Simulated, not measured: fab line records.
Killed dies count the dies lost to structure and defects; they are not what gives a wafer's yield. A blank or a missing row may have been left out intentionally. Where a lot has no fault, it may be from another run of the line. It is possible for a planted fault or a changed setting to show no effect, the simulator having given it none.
Chamber matching ; flow nandHarc ; 4 sister chambers for NHARC_A_STAIRCASE_DESCUM_312 on rieDiel-13
The step chemistry O2, time 3 s. 4 wafers are shown with their chamber, then 8 later ones without.

## WAFERS WITH THEIR CHAMBER
wafer;chamber;showerheadPlenumPTorr (Torr)
L081.4;3;1.88
L080.2;0;1.93
L080.5;2;1.86
L089.2;1;1.85

## WAFERS WITH NO CHAMBER GIVEN
wafer;showerheadPlenumPTorr (Torr)
L089.4;1.85
L089.5;1.92
L091.2;1.87
L091.3;1.85
L091.6;1.85
L092.1;1.84
L092.3;1.85
L092.5;1.84

## EACH ONE'S CHAMBER
wafer;from the rows above;in truth
L089.4;can't be placed: 1 or 2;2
L089.5;0;0
L091.2;can't be placed: 3 or 2 or 1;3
L091.3;can't be placed: 1 or 2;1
L091.6;can't be placed: 1 or 2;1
L092.1;can't be placed: 1 or 2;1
L092.3;can't be placed: 1 or 2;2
L092.5;can't be placed: 1 or 2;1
Placed correctly: 1 of 8. Cannot be placed on the basis of these rows: 7; the candidates contain the true chamber in 7. 0 placed wrongly.
How it was worked out, from the rows above alone: a wafer's distance from a chamber is the root of the sum, over the readings, of the square of ((its reading less the chamber's mean) divided by the reading's scatter). The wafer belongs to the nearest chamber; if the next one is less than 2 further off, it can't be placed. A chamber's mean is the mean of its shown wafers. The scatter: with one shown wafer a chamber, the root of the mean of the squares of how far each hidden wafer lies from its nearest shown one.
